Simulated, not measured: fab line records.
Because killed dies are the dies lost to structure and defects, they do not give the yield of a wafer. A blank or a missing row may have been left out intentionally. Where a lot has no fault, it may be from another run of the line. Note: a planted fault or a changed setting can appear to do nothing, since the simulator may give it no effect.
Chamber matching    flow n5_finfet    N5_PASSIVATION_PECVD_00 on pecvd-01 has 3 sister chambers
The step deposits SiO2 from SiH4/N2O, target thk 200 nm, time 11.2 s. 6 wafers are shown with their chamber, then 9 later ones without.

WAFERS WITH THEIR CHAMBER
wafer   chamber  throttle_valve_pct (%)  showerhead_plenum_p_Torr (Torr)
L083.5  0        46.7                    8.34
L084.5  1        52.6                    8.09
L084.6  2        50.5                    8.03
L086.1  0        46.3                    8.32
L086.2  1        52.5                    8.06
L086.4  2        50.1                    8.04

WAFERS MISSING THEIR CHAMBER
wafer   throttle_valve_pct (%)  showerhead_plenum_p_Torr (Torr)
L088.2  46.5                    8.33
L088.3  50.5                    8.04
L088.5  52.6                    8.08
L095.1  52.9                    8.09
L095.3  46.4                    8.33
L095.5  46.6                    8.36
L096.1  50.5                    8.05
L096.5  52.5                    8.07
L096.6  50.6                    8.04

WHICH CHAMBER EACH ONE RAN IN
wafer   from the rows above  in truth
L088.2  0                    0
L088.3  2                    2
L088.5  1                    1
L095.1  1                    1
L095.3  0                    0
L095.5  0                    0
L096.1  2                    2
L096.5  1                    1
L096.6  2                    2
9 of 9 placed correctly. Not placeable from these rows: 0. Placed wrongly: 0.
How it was worked out, from the rows above alone: a wafer's distance from a chamber is the root of the sum, over the readings, of the square of ((its reading less the chamber's mean) divided by the reading's scatter). If the next closest chamber is less than 2 further off than the closest, the wafer can't be placed; otherwise it belongs to the closest. Each chamber's mean is taken over the wafers shown for it. How the scatter is found: for the shown wafers, subtract from each reading the mean of its chamber, square and add these, divide the total by (wafers less chambers), then take the root.
